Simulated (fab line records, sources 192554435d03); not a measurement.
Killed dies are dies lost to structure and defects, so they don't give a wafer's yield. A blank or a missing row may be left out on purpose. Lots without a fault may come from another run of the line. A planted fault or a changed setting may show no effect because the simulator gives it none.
Which tool did it? | flow n5_finfet | 10 lots, 30 wafers sampled, at 6 steps of a route of 1938

WHAT THE GAUGES READ, wafer by wafer
N5_BEOL_M0_RS_MEAS_126: measures by four-point-probe.
lot  | measured     | on            | M0_RS (ohm/sq)
L075 | day 6 06:37  | film_metro-02 | 0.504 0.523 0.547
L078 | day 6 22:37  | film_metro-02 | 0.511 0.519 0.498
L080 | day 7 07:52  | film_metro-01 | 0.553 0.543 0.530
L082 | day 8 09:46  | film_metro-02 | 0.562 0.578 0.516
L086 | day 9 07:32  | film_metro-01 | 0.509 0.540 0.539
L088 | day 9 11:26  | film_metro-01 | 0.543 0.485 0.489
L090 | day 10 02:50 | film_metro-02 | 0.547 0.551 0.593
L092 | day 10 15:17 | film_metro-02 | 0.526 0.503 0.515
L094 | day 11 00:50 | film_metro-02 | 0.532 0.478 0.523
L096 | day 11 11:22 | film_metro-01 | 0.534 0.562 0.525

WHICH TOOL RAN EACH LOT (tool, then ch and the chambers of the sampled wafers, then the start)
lot  | N5_BEOL_M0_SAQP_SPACER2_ETCHBACK_27 | N5_BEOL_M0_SAQP_MANDREL2_REMOVE_110 | N5_BEOL_M0_SAQP_ETCH_49           | N5_BEOL_M0_CUTY_ETCH_62            | N5_BEOL_M0_DEP_125
L075 | rie_diel-05 ch 0,1,3, day 6 00:44   | rie_si-05 ch 0,2,3, day 6 00:49     | rie_diel-01 ch 0,1,3, day 6 02:34 | rie_diel-02 ch 0,1,2, day 6 03:13  | pecvd-04 ch 0,1,2, day 6 06:34
L078 | rie_diel-04 ch 0,2,3, day 6 13:58   | rie_si-06 ch 0,1, day 6 14:04       | rie_diel-05 ch 1,2,3, day 6 15:32 | rie_diel-02 ch 0,1, day 6 16:17    | pecvd-03 ch 1,2, day 6 22:34
L080 | rie_diel-04 ch 0,1, day 7 00:20     | rie_si-05 ch 0,1,3, day 7 00:26     | rie_diel-05 ch 0,1,2, day 7 01:55 | rie_diel-03 ch 0,1,3, day 7 02:32  | pecvd-02 ch 1,2, day 7 07:48
L082 | rie_diel-04 ch 0,1,3, day 7 17:16   | rie_si-01 ch 0,1,3, day 7 17:22     | rie_diel-04 ch 0,1,2, day 7 19:58 | rie_diel-06 ch 1,2,3, day 7 20:28  | pecvd-04 ch 1,2, day 8 09:43
L086 | rie_diel-04 ch 0,1,3, day 8 23:37   | rie_si-01 ch 0,1,2, day 8 23:42     | rie_diel-05 ch 0,2,3, day 9 01:10 | rie_diel-06 ch 1,2,3, day 9 01:47  | pecvd-03 ch 0,2, day 9 07:28
L088 | rie_diel-01 ch 0,3, day 9 05:43     | rie_si-01 ch 0,2,3, day 9 05:48     | rie_diel-05 ch 0,1,3, day 9 07:25 | rie_diel-02 ch 0,1, day 9 07:56    | pecvd-02 ch 0,1, day 9 11:23
L090 | rie_diel-04 ch 0,1,2, day 9 18:05   | rie_si-01 ch 1,3, day 9 18:10       | rie_diel-04 ch 0,1, day 9 20:50   | rie_diel-02 ch 1,2,3, day 9 21:20  | pecvd-04 ch 0,1, day 10 02:46
L092 | rie_diel-05 ch 0,3, day 10 06:36    | rie_si-05 ch 0,1,3, day 10 06:41    | rie_diel-01 ch 0,3, day 10 08:28  | rie_diel-03 ch 1,2, day 10 09:07   | pecvd-02 ch 0,1, day 10 15:13
L094 | rie_diel-05 ch 0,1,3, day 10 13:11  | rie_si-05 ch 0,3, day 10 13:17      | rie_diel-01 ch 2,3, day 10 14:38  | rie_diel-03 ch 1,3, day 10 15:16   | pecvd-04 ch 0,2, day 11 00:47
L096 | rie_diel-04 ch 0,2,3, day 11 05:10  | rie_si-01 ch 0,2,3, day 11 05:16    | rie_diel-04 ch 1,2, day 11 06:56  | rie_diel-02 ch 1,2,3, day 11 07:42 | pecvd-04 ch 0,1,2, day 11 11:17
- N5_BEOL_M0_SAQP_SPACER2_ETCHBACK_27: etches SiO2 in CHF3/O2, target depth 22.5 nm, time 11.25 s.
- N5_BEOL_M0_SAQP_MANDREL2_REMOVE_110: chemistry HBr/Cl2/O2, target a-Si, stops on SiCN, bt time 10 s.
- N5_BEOL_M0_SAQP_ETCH_49: etches SiO2 in CF4/O2, target depth 37 nm.
- N5_BEOL_M0_CUTY_ETCH_62: etches SiARC in CF4, time 58.5 s.
- N5_BEOL_M0_DEP_125: deposits SiCN from 3MS/NH3, target thk 8 nm, time 14 s.

THE ANSWER, worked out from the rows above alone
Rule: what is usual is taken from the lots themselves. Put in order of their means at a reading, lots are off if they are a third of the lots or fewer, leave a main group of 4 or more, and stand apart from it by a gap of 3 or more times the standard deviation of the main group's means; of several such gaps the widest counts. A main group whose means are all the same, to the digits that the tables above print for the reading, isn't used. A lot without any number at a reading at which 4 lots or more have one is off too. The other lots that the step has rows for count as sound.
No lot is off at any reading shown: from this, nothing can be told.

WHAT THE SIMULATOR HAD PUT IN
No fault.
